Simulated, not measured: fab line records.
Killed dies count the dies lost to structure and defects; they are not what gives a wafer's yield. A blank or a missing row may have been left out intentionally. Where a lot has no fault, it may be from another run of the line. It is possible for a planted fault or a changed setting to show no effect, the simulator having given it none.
A struck lot beside a sound one :: flow n5Finfet :: 15 steps out of a route of 1938
Sound: wafers L448.2, L448.4, L448.6. Struck: wafer L460.1. (L460.3 of the same lot was not struck and is left out.) The cause comes at the end.
Order at every step that has rows: each side's tool, ch and its chambers, its first start. Under that, the readings that differ: sound wafers :: struck wafers :: difference of the means :: sigmas: that difference in standard deviations of wafers without a fault.
alike: readings whose means differ by less than 2 such deviations, and words and numbers that are the same on both sides. not compared: withheld readings, readings that some wafer has no value for, bounds like >300 that may hide the same value, and numbers for which the record gives no deviation and whose values overlap.
The two part at a step that has a row with sigmas, a row that says differs or no value, or rows on one side only. Numbers that have no deviation but don't overlap get no sigmas and don't part them. Lack of a reading on every wafer of one side parts them only where that side has two or more wafers.

N5_BEOL_M8_CURE_75: cures SiCOH lowk, time 120 s.
  sound on uvCure-02 ch 0, day 11 06:40; struck on uvCure-02 ch 2, day 15 04:59
  alike: lampPowerPct, wafer_temp_C_max
then, 1 step without rows for these wafers: N5_BEOL_M8_DEGAS_44 (time 60 s).
N5_BEOL_M8_PRE_CLEAN_45: time 30 s.
  struck on pvdSputter-03, day 15 06:01; sound on pvdSputter-01, day 11 09:08
  alike: heaterPowerW
N5_BEOL_M8_ALD_77: deposits TaN, target thk 2 nm, pulse time 2 s, purge time 3 s.
  sound on aldMetal-04 ch 0,3, day 11 09:13; struck on aldMetal-02 ch 1, day 15 06:05
  alike: heaterPowerW
N5_BEOL_M8_SURFACE_TREAT_79:
  struck on pvdSputter-01, day 15 06:24; sound on pvdSputter-01, day 11 09:37
  not compared: throttleValvePct
then, 3 steps without rows for these wafers: N5_BEOL_M8_CVD_78 (deposits Co from CCTBA/H2, target thk 2 nm, time 142.3 s); N5_BEOL_M8_SPUTTER_48 (material Cu, target thk 10 nm, time 1.667 s); N5_BEOL_M8_ECD_50 (material Cu, target thk 300 nm).
N5_BEOL_M8_ANNEAL_51: time 90 s.
  sound on rtpAnneal-01 ch 0, day 11 10:19; struck on rtpAnneal-01 ch 0, day 15 07:55
reading: annealTempC (C)
sound: 225.20 225.00 224.89
struck: 225.46
difference: +0.43
sigmas: +2
  alike: wafer_temp_C_max
then, 1 step without rows for these wafers: N5_BEOL_M8_CMP_52 (polishes, stops on SiCOH lowk, t overpolish 6.9 s, target thk 80 nm).
N5_BEOL_M8_THK_MEAS_53: measures by xrf.
  struck on filmMetro-02, day 15 08:46; sound on filmMetro-02, day 11 10:55
  alike: M8_THK
then, 1 step without rows for these wafers: N5_BEOL_M8_PRE_CLEAN_55 (time 15 s).
N5_BEOL_M8_DEP_56: deposits SiCN from 3MS/NH3, target thk 10 nm, time 17.5 s.
  sound on pecvd-01 ch 1,2, day 11 10:59; struck on pecvd-01 ch 2, day 15 08:50
reading: model.SiCN_of_BEOL_M8_DEP_56.thkNm (nm)
sound: 10.2 10.2 10.2
struck: 10.4
difference: +0.2
sigmas: 
  alike: showerheadPlenumPTorr, throttleValvePct
N5_BEOL_M8_RS_MEAS_57: the measuring method here is four-point-probe.
  struck on filmMetro-01, day 15 08:54; sound on filmMetro-02, day 11 11:02
reading: M8_RS (ohm/sq)
sound: 0.281 0.272 0.265
struck: 0.292
difference: +0.019
sigmas: +2
after that, 1 step had no rows for these wafers: N5_PASSIVATION_PROBE_49.

== WHERE THEY PART ==
Earliest at N5_BEOL_M8_ANNEAL_51; latest, in this record, at N5_BEOL_M8_RS_MEAS_57.

WHY: what had been put in by the simulator
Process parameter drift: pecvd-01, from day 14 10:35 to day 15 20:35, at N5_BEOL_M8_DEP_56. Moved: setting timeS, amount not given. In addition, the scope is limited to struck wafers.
